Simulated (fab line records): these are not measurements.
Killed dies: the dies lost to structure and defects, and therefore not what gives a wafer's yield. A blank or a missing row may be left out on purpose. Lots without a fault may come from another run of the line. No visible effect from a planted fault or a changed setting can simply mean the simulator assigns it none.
A lot that was struck, set against a sound lot ; flow nand_harc ; 14 steps out of a route of 1159
Sound: the wafers L877.3, L877.4, L877.5. Struck: wafers L887.4, L887.6. (L887.5 of the same lot was not struck and is left out.) The cause comes at the end.
Order at every step that has rows: each side's tool, ch and its chambers, its first start. Under that, the readings that differ: sound wafers ; struck wafers ; difference of the means ; sigmas: that difference in standard deviations of wafers without a fault.
alike: readings whose means differ by less than 2 such deviations, and words and numbers that are the same on both sides. not compared: withheld readings, readings that some wafer has no value for, bounds like >300 that may hide the same value, and numbers for which the record gives no deviation and whose values overlap.
Wherever a step has rows on one side only, a row that says differs or no value, or a row with sigmas, the two part there. When numbers do not overlap yet have no deviation, they are printed without sigmas and do not part them. A reading that every wafer of one side lacks parts them only if that side has two wafers or more.

first, 7 steps without rows for these wafers: NHARC_P_STI_COAT_41 (time 65 s); NHARC_P_STI_COAT_03 (resist thk 600 nm); NHARC_P_STI_SOFTBAKE_04 (time 70 s); NHARC_P_STI_EBR_05; NHARC_P_STI_EXPOSE_06 (exposes mask P STI, target cd 200 nm); NHARC_P_STI_PEB_07 (peb time 80 s); NHARC_P_STI_DEVELOP_08 (time 50 s).
NHARC_P_STI_CD_MEAS_09 targets a cd of 200 nm.
  sound on cd_sem-01 ch 0, day 3 02:32; struck on cd_sem-01 ch 0, day 5 18:23
  alike: cd_nm
NHARC_P_STI_OVL_MEAS_10:
  struck on overlay-01, day 5 18:28; sound on overlay-01, day 3 02:37
  alike: overlay_x_nm, overlay_y_nm
NHARC_P_STI_INSPECT_11:
  struck on defect_inspect-02, day 5 18:30; sound on defect_inspect-02, day 3 02:40
  alike: raw_defect_count
then, 1 step without rows for these wafers: NHARC_P_STI_HARDBAKE_13 (time 65 s).
NHARC_P_STI_DESCUM_14: chemistry O2, time 3 s.
  sound on rie_diel-08 ch 0,2,3, day 3 02:48; struck on rie_diel-08 ch 1,2, day 5 18:38
  alike: drypump_motor_current_A, o2_flow_sccm, oes_product_au, rf_vpp_V, showerhead_plenum_p_Torr, throttle_valve_pct
  not compared: rf_hours_counter_h
NHARC_P_STI_ETCH_42: etches the open film in N2/H2, target depth 80 nm, overetch 24 nm, time 61 s.
  sound on rie_diel-08 ch 0,2,3, day 3 03:18; struck on rie_diel-08 ch 0,1, day 5 18:44
reading;sound;struck;difference;sigmas
oes_product_au (a.u.);1.007 0.979 0.983;0.900 0.901;-0.089;-7
  alike: drypump_motor_current_A, rf_vpp_V, showerhead_plenum_p_Torr, throttle_valve_pct
  not compared: rf_hours_counter_h
NHARC_P_STI_ETCH_31: etches the open film in CF4/CHF3, target depth 108.9 nm, time 54.5 s.
  sound on rie_diel-08 ch 2,3; struck on rie_diel-08 ch 0,1
  alike: drypump_motor_current_A, oes_product_au, rf_vpp_V, showerhead_plenum_p_Torr, throttle_valve_pct
  not compared: rf_hours_counter_h

== WHERE THEY PART ==
Only at NHARC_P_STI_ETCH_42, as far as this record shows. Later steps at which nothing parts them and some readings are alike: NHARC_P_STI_ETCH_31.

WHY: the cause the simulator had injected
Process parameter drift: rie_diel-08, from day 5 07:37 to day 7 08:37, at NHARC_P_STI_ETCH_42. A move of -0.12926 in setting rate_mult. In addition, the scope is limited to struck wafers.
